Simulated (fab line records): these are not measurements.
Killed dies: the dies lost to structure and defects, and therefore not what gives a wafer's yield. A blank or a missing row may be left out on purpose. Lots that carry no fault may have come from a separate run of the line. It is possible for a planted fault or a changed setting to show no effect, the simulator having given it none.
Matching of chambers | flow n5_finfet | N5_MOL_CONTACT_COAG_ALD_123 on ald_sin-01: 4 sister chambers
The step deposits SiNx, target thk 5 nm, pulse time 1 s, purge time 2 s. 27 wafers are shown with their chamber, then 12 later ones without.

## EACH WAFER AND ITS CHAMBER
wafer  | chamber | heater_power_w (W) | precursor_pulse_height_rel
L075.1 | 1       | 744                | 1.029
L075.4 | 0       | 930                | 0.990
L075.5 | 1       | 725                | 1.011
L078.1 | 1       | 740                | 1.034
L078.4 | 0       | 933                | 1.024
L078.6 | 2       | 1059               | 0.995
L079.1 | 1       | 725                | 0.966
L079.2 | 2       | 1094               | 0.979
L079.3 | 3       | 897                | 1.025
L079.4 | 0       | 931                | 1.020
L079.5 | 0       | 937                | 1.018
L079.6 | 1       | 737                | 1.009
L080.2 | 0       | 926                | 0.994
L080.4 | 2       | 1072               | 0.995
L080.5 | 2       | 1066               | 0.999
L085.2 | 0       | 959                | 0.985
L085.3 | 3       | 913                | 0.997
L085.6 | 0       | 929                | 0.979
L086.1 | 1       | 728                | 1.013
L086.2 | 2       | 1087               | 1.030
L086.3 | 3       | 909                | 0.992
L086.4 | 0       | 956                | 0.994
L086.5 | 1       | 707                | 0.996
L086.6 | 0       | 941                | 0.997
L090.2 | 1       | 734                | 0.972
L090.3 | 3       | 899                | 1.014
L090.6 | 1       | 759                | 1.009

SIGNATURES, as means of the wafers listed above
reading                    | chamber 0 | chamber 1 | chamber 2 | chamber 3 | scatter within a chamber
heater_power_w             | 938.00    | 733.22    | 1075.60   | 904.50    | 13
precursor_pulse_height_rel | 1.00011   | 1.00433   | 0.99960   | 1.00700   | 0.0192
Rule: a wafer lies at a distance from a chamber equal to the root of the sum of squares, over the readings, of (its reading less the chamber's mean, divided by the reading's scatter). The wafer belongs to the nearest chamber; if the next one is less than 2 further off, it can't be placed. How the scatter is found: for the shown wafers, subtract from each reading the mean of its chamber, square and add these, divide the total by (wafers less chambers), then take the root.

## WAFERS WITHOUT THEIR CHAMBER
wafer  | heater_power_w (W) | precursor_pulse_height_rel
L093.1 | 732                | 0.976
L093.3 | 971                | 0.992
L093.6 | 859                | 0.990
L094.1 | 944                | 0.992
L094.3 | 1093               | 0.990
L094.4 | 731                | 0.977
L095.1 | 717                | 0.996
L095.3 | 899                | 1.007
L095.6 | 898                | 1.022
L097.2 | 889                | 0.996
L097.3 | 746                | 1.017
L097.6 | 730                | 1.015

## WHICH CHAMBER EACH ONE RAN IN
wafer  | from the rows above | in truth
L093.1 | 1                   | 1
L093.3 | 0                   | 0
L093.6 | 3                   | 3
L094.1 | 0                   | 0
L094.3 | 2                   | 2
L094.4 | 1                   | 1
L095.1 | 1                   | 1
L095.3 | 3                   | 3
L095.6 | 3                   | 3
L097.2 | 3                   | 3
L097.3 | 1                   | 1
L097.6 | 1                   | 1
Placed correctly: 12 of 12. Not placeable from these rows: 0. Placed wrongly: 0.
